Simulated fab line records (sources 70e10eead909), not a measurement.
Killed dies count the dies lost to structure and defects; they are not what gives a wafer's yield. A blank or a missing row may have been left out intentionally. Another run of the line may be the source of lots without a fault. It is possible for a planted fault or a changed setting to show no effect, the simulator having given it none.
Which tool was responsible? || flow nand harc || 36 wafers from 12 lots sampled at 6 of the route's 1159 steps

== WHAT THE GAUGES READ, wafer by wafer ==
NHARC_A_CONTACT_CD_MEAS_08 targets a cd of 100 nm. Usual: cd nm at 99.9 nm, with a standard deviation of 0.66.
{"lot": "L749", "measured": "day 17 09:37", "on": "cd sem-01", "cd nm (nm)": "100.1 100.3 100.5", "flag": ""}
{"lot": "L748", "measured": "day 17 12:16", "on": "cd sem-02", "cd nm (nm)": "101.0 101.4 101.6", "flag": ""}
{"lot": "L745", "measured": "day 17 13:09", "on": "cd sem-03", "cd nm (nm)": "99.9 99.7 99.1", "flag": ""}
{"lot": "L750", "measured": "day 17 15:20", "on": "cd sem-02", "cd nm (nm)": "99.7 99.3 98.9", "flag": ""}
{"lot": "L752", "measured": "day 18 09:55", "on": "cd sem-01", "cd nm (nm)": "100.5 100.9 100.7", "flag": ""}
{"lot": "L753", "measured": "day 18 22:56", "on": "cd sem-03", "cd nm (nm)": "99.4 98.9 98.7", "flag": ""}
{"lot": "L756", "measured": "day 19 15:14", "on": "cd sem-02", "cd nm (nm)": "100.3 100.2 100.4", "flag": ""}
{"lot": "L755", "measured": "day 19 16:30", "on": "cd sem-02", "cd nm (nm)": "99.7 100.2 100.4", "flag": ""}
{"lot": "L759", "measured": "day 20 09:30", "on": "cd sem-03", "cd nm (nm)": "100.1 100.0 100.4", "flag": ""}
{"lot": "L758", "measured": "day 20 15:51", "on": "cd sem-03", "cd nm (nm)": "121.1 120.3 120.8", "flag": "OFF"}
{"lot": "L763", "measured": "day 21 13:56", "on": "cd sem-02", "cd nm (nm)": "117.8 117.3 117.0", "flag": "OFF"}
{"lot": "L767", "measured": "day 22 05:01", "on": "cd sem-02", "cd nm (nm)": "100.2 99.6 100.1", "flag": ""}

NHARC_A_CONTACT_OVL_MEAS_09. Usual: overlay x nm 0.0 nm, standard deviation 0.7; overlay y nm -0.2 nm, standard deviation 0.94.
{"lot": "L749", "measured": "day 17 09:42", "on": "overlay-02", "overlay x nm (nm)": "-1.6 -1.3 -1.5", "overlay y nm (nm)": "-0.5 -0.3 -0.7", "flag": ""}
{"lot": "L748", "measured": "day 17 12:22", "on": "overlay-02", "overlay x nm (nm)": "-0.6 -0.4 -0.5", "overlay y nm (nm)": "-1.4 -1.1 -1.5", "flag": ""}
{"lot": "L745", "measured": "day 17 13:14", "on": "overlay-02", "overlay x nm (nm)": "1.0 0.5 0.5", "overlay y nm (nm)": "-0.1 -0.2 -0.8", "flag": ""}
{"lot": "L750", "measured": "day 17 15:25", "on": "overlay-01", "overlay x nm (nm)": "-1.3 -0.7 -1.1", "overlay y nm (nm)": "0.6 0.9 1.1", "flag": ""}
{"lot": "L752", "measured": "day 18 10:00", "on": "overlay-01", "overlay x nm (nm)": "0.4 0.2 -0.3", "overlay y nm (nm)": "-2.0 -1.5 -2.3", "flag": ""}
{"lot": "L753", "measured": "day 18 23:02", "on": "overlay-02", "overlay x nm (nm)": "-1.8 -1.5 -1.3", "overlay y nm (nm)": "-1.0 -0.8 -0.7", "flag": ""}
{"lot": "L756", "measured": "day 19 15:20", "on": "overlay-01", "overlay x nm (nm)": "0.9 1.4 1.1", "overlay y nm (nm)": "-0.9 -0.1 -0.7", "flag": ""}
{"lot": "L755", "measured": "day 19 16:35", "on": "overlay-02", "overlay x nm (nm)": "0.3 0.3 0.4", "overlay y nm (nm)": "0.6 0.7 0.8", "flag": ""}
{"lot": "L759", "measured": "day 20 09:35", "on": "overlay-02", "overlay x nm (nm)": "-0.9 -0.1 -0.3", "overlay y nm (nm)": "0.8 0.9 1.4", "flag": ""}
{"lot": "L758", "measured": "day 20 15:56", "on": "overlay-01", "overlay x nm (nm)": "0.8 1.3 0.8", "overlay y nm (nm)": "-0.2 0.3 0.1", "flag": ""}
{"lot": "L763", "measured": "day 21 14:02", "on": "overlay-02", "overlay x nm (nm)": "-0.2 -0.1 0.2", "overlay y nm (nm)": "0.3 1.1 0.2", "flag": ""}
{"lot": "L767", "measured": "day 22 05:05", "on": "overlay-02", "overlay x nm (nm)": "1.0 1.2 1.0", "overlay y nm (nm)": "-1.7 -1.2 -0.9", "flag": ""}

NHARC_END_SORT_01. Usual: killed at array 29, standard deviation 11; killed at other 0.6, standard deviation 0.75; killed at periphery 3.1, standard deviation 2.1; killed dies 32, standard deviation 11; killed open 3.0, standard deviation 1.8; killed short 1.8, standard deviation 1.3.
{"lot": "L756", "measured": "day 21 18:31", "on": "prober-01", "killed at array": "27 31 26", "killed at other": "0 0 1", "killed at periphery": "0 2 0", "killed dies": "27 33 27", "killed open": "1 3 0", "killed short": "1 0 1", "flag": ""}

== WHAT TOOL EACH LOT RAN ON (gives the tool, then ch and the chambers of the sampled wafers, and finally the start) ==
{"lot": "L749", "NHARC_A_CONTACT_ETCH_128": "har cap etch-01 ch 0,1, day 17 04:49", "NHARC_A_CONTACT_ETCH_106": "rie diel-11 ch 1,2, day 17 06:58", "NHARC_A_CONTACT_EXPOSE_05": "arfi scanner-02 ch 0, day 17 09:28"}
{"lot": "L748", "NHARC_A_CONTACT_ETCH_128": "har cap etch-02 ch 0, day 17 06:59", "NHARC_A_CONTACT_ETCH_106": "rie diel-10 ch 0,2,3, day 17 08:51", "NHARC_A_CONTACT_EXPOSE_05": "arfi scanner-03 ch 0, day 17 12:07"}
{"lot": "L745", "NHARC_A_CONTACT_ETCH_128": "har cap etch-03 ch 0,1, day 17 08:31", "NHARC_A_CONTACT_ETCH_106": "rie diel-08 ch 0,2, day 17 10:28", "NHARC_A_CONTACT_EXPOSE_05": "arfi scanner-01 ch 0, day 17 13:01"}
{"lot": "L750", "NHARC_A_CONTACT_ETCH_128": "har cap etch-01 ch 0,1, day 17 10:44", "NHARC_A_CONTACT_ETCH_106": "rie diel-11 ch 1,2, day 17 12:38", "NHARC_A_CONTACT_EXPOSE_05": "arfi scanner-02 ch 0, day 17 15:12"}
{"lot": "L752", "NHARC_A_CONTACT_ETCH_128": "har cap etch-02 ch 0,1, day 18 05:26", "NHARC_A_CONTACT_ETCH_106": "rie diel-10 ch 0,2,3, day 18 07:18", "NHARC_A_CONTACT_EXPOSE_05": "arfi scanner-03 ch 0, day 18 09:47"}
{"lot": "L753", "NHARC_A_CONTACT_ETCH_128": "har cap etch-02 ch 0,1, day 18 18:36", "NHARC_A_CONTACT_ETCH_106": "rie diel-10 ch 1,2, day 18 20:22", "NHARC_A_CONTACT_EXPOSE_05": "arfi scanner-03 ch 0, day 18 22:49"}
{"lot": "L756", "NHARC_A_CONTACT_ETCH_128": "har cap etch-03 ch 0, day 19 10:44", "NHARC_A_CONTACT_ETCH_106": "rie diel-08 ch 0,1,2, day 19 12:33", "NHARC_A_CONTACT_EXPOSE_05": "arfi scanner-03 ch 0, day 19 15:05"}
{"lot": "L755", "NHARC_A_CONTACT_ETCH_128": "har cap etch-02 ch 0,1, day 19 11:01", "NHARC_A_CONTACT_ETCH_106": "rie diel-11 ch 0,2,3, day 19 12:58", "NHARC_A_CONTACT_EXPOSE_05": "arfi scanner-02 ch 0, day 19 16:22"}
{"lot": "L759", "NHARC_A_CONTACT_ETCH_128": "har cap etch-01 ch 0,1, day 20 03:36", "NHARC_A_CONTACT_ETCH_106": "rie diel-11 ch 0,2, day 20 05:53", "NHARC_A_CONTACT_EXPOSE_05": "arfi scanner-01 ch 0, day 20 09:22"}
{"lot": "L758", "NHARC_A_CONTACT_ETCH_128": "har cap etch-01 ch 0,1, day 20 11:14", "NHARC_A_CONTACT_ETCH_106": "rie diel-08 ch 0,2,3, day 20 13:12", "NHARC_A_CONTACT_EXPOSE_05": "arfi scanner-03 ch 0, day 20 15:43"}
{"lot": "L763", "NHARC_A_CONTACT_ETCH_128": "har cap etch-03 ch 0,1, day 21 09:33", "NHARC_A_CONTACT_ETCH_106": "rie diel-10 ch 0,2,3, day 21 11:17", "NHARC_A_CONTACT_EXPOSE_05": "arfi scanner-03 ch 0, day 21 13:49"}
{"lot": "L767", "NHARC_A_CONTACT_ETCH_128": "har cap etch-03 ch 0,1, day 22 00:00", "NHARC_A_CONTACT_ETCH_106": "rie diel-08 ch 0,1,2, day 22 02:31", "NHARC_A_CONTACT_EXPOSE_05": "arfi scanner-02 ch 0, day 22 04:52"}
- NHARC_A_CONTACT_ETCH_128: etches the open film in C4F8/O2/Ar, time 155 s, target depth 956 nm.
- NHARC_A_CONTACT_ETCH_106: etches the open film in CF4/O2, target depth 60 nm, overetch 6 nm, time 33 s.
- NHARC_A_CONTACT_EXPOSE_05: exposes mask A CC.

== AS READ BY THE TOOLS THEMSELVES (means over the sampled wafers that have a number; for cases with no such wafer, the mark the record gives instead) ==
NHARC_A_CONTACT_ETCH_106. Usual: drypump motor current A 5.8 A, standard deviation 0.38; oes product au 0.999 a.u., standard deviation 0.01; rf vpp V 197.5 V, standard deviation 1.4; showerhead plenum p Torr 1.32 Torr, standard deviation 0.052; throttle valve pct 13.397 %, standard deviation 0.0091.
{"lot": "L749", "tool": "rie diel-11", "drypump motor current A (A)": 6.1, "oes product au (a.u.)": 1.001, "rf vpp V (V)": 197.6, "showerhead plenum p Torr (Torr)": 1.32, "throttle valve pct (%)": 13.395, "flag": ""}
{"lot": "L748", "tool": "rie diel-10", "drypump motor current A (A)": 5.5, "oes product au (a.u.)": 0.995, "rf vpp V (V)": 197.5, "showerhead plenum p Torr (Torr)": 1.34, "throttle valve pct (%)": 13.398, "flag": ""}
{"lot": "L745", "tool": "rie diel-08", "drypump motor current A (A)": 5.8, "oes product au (a.u.)": 0.996, "rf vpp V (V)": 196.8, "showerhead plenum p Torr (Torr)": 1.27, "throttle valve pct (%)": 13.384, "flag": ""}
{"lot": "L750", "tool": "rie diel-11", "drypump motor current A (A)": 6.1, "oes product au (a.u.)": 1.001, "rf vpp V (V)": 197.2, "showerhead plenum p Torr (Torr)": 1.33, "throttle valve pct (%)": 13.394, "flag": ""}
{"lot": "L752", "tool": "rie diel-10", "drypump motor current A (A)": 5.5, "oes product au (a.u.)": 0.988, "rf vpp V (V)": 197.2, "showerhead plenum p Torr (Torr)": 1.34, "throttle valve pct (%)": 13.404, "flag": ""}
{"lot": "L753", "tool": "rie diel-10", "drypump motor current A (A)": 5.2, "oes product au (a.u.)": 0.988, "rf vpp V (V)": 197.7, "showerhead plenum p Torr (Torr)": 1.33, "throttle valve pct (%)": 13.396, "flag": ""}
{"lot": "L756", "tool": "rie diel-08", "drypump motor current A (A)": 6.0, "oes product au (a.u.)": 0.999, "rf vpp V (V)": 197.3, "showerhead plenum p Torr (Torr)": 1.32, "throttle valve pct (%)": 13.398, "flag": ""}
{"lot": "L755", "tool": "rie diel-11", "drypump motor current A (A)": 6.2, "oes product au (a.u.)": 1.001, "rf vpp V (V)": 198.5, "showerhead plenum p Torr (Torr)": 1.37, "throttle valve pct (%)": 13.402, "flag": ""}
{"lot": "L759", "tool": "rie diel-11", "drypump motor current A (A)": 6.1, "oes product au (a.u.)": 1.004, "rf vpp V (V)": 199.1, "showerhead plenum p Torr (Torr)": 1.40, "throttle valve pct (%)": 13.402, "flag": ""}
{"lot": "L758", "tool": "rie diel-08", "drypump motor current A (A)": 5.7, "oes product au (a.u.)": 1.002, "rf vpp V (V)": 195.9, "showerhead plenum p Torr (Torr)": 1.29, "throttle valve pct (%)": 13.399, "flag": ""}
{"lot": "L763", "tool": "rie diel-10", "drypump motor current A (A)": 5.5, "oes product au (a.u.)": 0.997, "rf vpp V (V)": 196.3, "showerhead plenum p Torr (Torr)": 1.34, "throttle valve pct (%)": 13.403, "flag": ""}
{"lot": "L767", "tool": "rie diel-08", "drypump motor current A (A)": 6.0, "oes product au (a.u.)": 1.003, "rf vpp V (V)": 197.9, "showerhead plenum p Torr (Torr)": 1.32, "throttle valve pct (%)": 13.391, "flag": ""}

NHARC_A_CONTACT_EXPOSE_05. Usual: exposure dose mJ cm2 at 84.19, with a standard deviation of 0.079.
{"lot": "L749", "tool": "arfi scanner-02", "exposure dose mJ cm2": 84.15, "flag": ""}
{"lot": "L748", "tool": "arfi scanner-03", "exposure dose mJ cm2": 84.24, "flag": ""}
{"lot": "L745", "tool": "arfi scanner-01", "exposure dose mJ cm2": 84.11, "flag": ""}
{"lot": "L750", "tool": "arfi scanner-02", "exposure dose mJ cm2": 84.21, "flag": ""}
{"lot": "L752", "tool": "arfi scanner-03", "exposure dose mJ cm2": 84.18, "flag": ""}
{"lot": "L753", "tool": "arfi scanner-03", "exposure dose mJ cm2": 84.28, "flag": ""}
{"lot": "L756", "tool": "arfi scanner-03", "exposure dose mJ cm2": 84.17, "flag": ""}
{"lot": "L755", "tool": "arfi scanner-02", "exposure dose mJ cm2": 84.18, "flag": ""}
{"lot": "L759", "tool": "arfi scanner-01", "exposure dose mJ cm2": 84.15, "flag": ""}
{"lot": "L758", "tool": "arfi scanner-03", "exposure dose mJ cm2": 110.19, "flag": "OFF"}
{"lot": "L763", "tool": "arfi scanner-03", "exposure dose mJ cm2": 105.02, "flag": "OFF"}
{"lot": "L767", "tool": "arfi scanner-02", "exposure dose mJ cm2": 84.36, "flag": ""}

== THE ANSWER, worked out from the rows above alone ==
Rule: a lot counts as off when the mean over its wafers that have a number is more than 3 standard deviations away from the usual mean. A lot without any number at a reading at which 4 lots or more have one is off too. The other lots that the step has rows for count as sound. After the gauges, taken in route order, come the tools' own readings; for these a lot's mean is taken, as printed above. At the first step where some lot is off, the reading lying furthest off is the one used; lots without a number count as furthest.
Off: L758, L763, at NHARC_A_CONTACT_CD_MEAS_08 (cd nm).
If a tool, at a process step before that reading, ran all the lots that are off and no sound lot after the first of them, it fits. The gauges at NHARC_A_CONTACT_CD_MEAS_08 aren't tried: what is off there is off at NHARC_A_CONTACT_EXPOSE_05 too, on other tools, and a gauge's error can't cause that. One fits: arfi scanner-03 at NHARC_A_CONTACT_EXPOSE_05. A fault onset in the window from L756 (day 19 15:05, its last sound lot) to L758 (day 20 15:43, its first lot off) fits.
The tool's own readings at NHARC_A_CONTACT_EXPOSE_05 bear it out: on the lots that are off they differ by more than 5 times the standard deviation of the sound lots' means. exposure dose mJ cm2 reads 107.60 there against 84.20 on the sound lots.

== WHAT THE SIMULATOR HAD INSERTED ==
Process parameter drift: arfi scanner-03, from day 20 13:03 on, at NHARC_A_CONTACT_EXPOSE_05. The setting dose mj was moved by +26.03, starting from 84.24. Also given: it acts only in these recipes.
Lots struck among those shown: L758, L763. Same finding as the rule above.
